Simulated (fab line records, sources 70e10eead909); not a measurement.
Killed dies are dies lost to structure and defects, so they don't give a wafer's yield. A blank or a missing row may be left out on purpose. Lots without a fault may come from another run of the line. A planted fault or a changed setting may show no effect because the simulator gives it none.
Which tool did it? | flow nand_harc | 12 lots, 36 wafers sampled, at 1 step of a route of 1159

WHAT THE GAUGES READ, wafer by wafer
NHARC_A_ONON_D1_THK_MEAS_05: measures by ellipsometry.
lot  | measured     | on            | thk_nm (nm)
L075 | day 8 01:47  | film_metro-01 | 989 988 987
L077 | day 8 13:31  | film_metro-01 | 1002 1002 1001
L079 | day 8 17:19  | film_metro-01 | 992 991 992
L081 | day 9 05:41  | film_metro-01 | 998 1001 999
L083 | day 9 22:47  | film_metro-01 | 996 994 995
L085 | day 10 06:12 | film_metro-01 | 991 990 990
L086 | day 10 19:01 | film_metro-01 | 990 993 993
L089 | day 11 14:26 | film_metro-01 | 983 982 982
L091 | day 11 22:45 | film_metro-01 | 1002 1003 1002
L094 | day 12 08:35 | film_metro-01 | 1000 998 998
L095 | day 13 01:24 | film_metro-01 | 1017 1015 1018
L097 | day 13 16:52 | film_metro-02 | 996 997 997

WHICH TOOL RAN EACH LOT (tool, then ch and the chambers of the sampled wafers, then the start)
The record holds no process step before these readings.

THE ANSWER, worked out from the rows above alone
Rule: what is usual is taken from the lots themselves. Put in order of their means at a reading, lots are off if they are a third of the lots or fewer, leave a main group of 4 or more, and stand apart from it by a gap of 3 or more times the standard deviation of the main group's means; of several such gaps the widest counts. A main group whose means are all the same, to the digits that the tables above print for the reading, isn't used. A lot without any number at a reading at which 4 lots or more have one is off too. The other lots that the step has rows for count as sound.
No lot is off at any reading shown: from this, nothing can be told.

WHAT THE SIMULATOR HAD PUT IN
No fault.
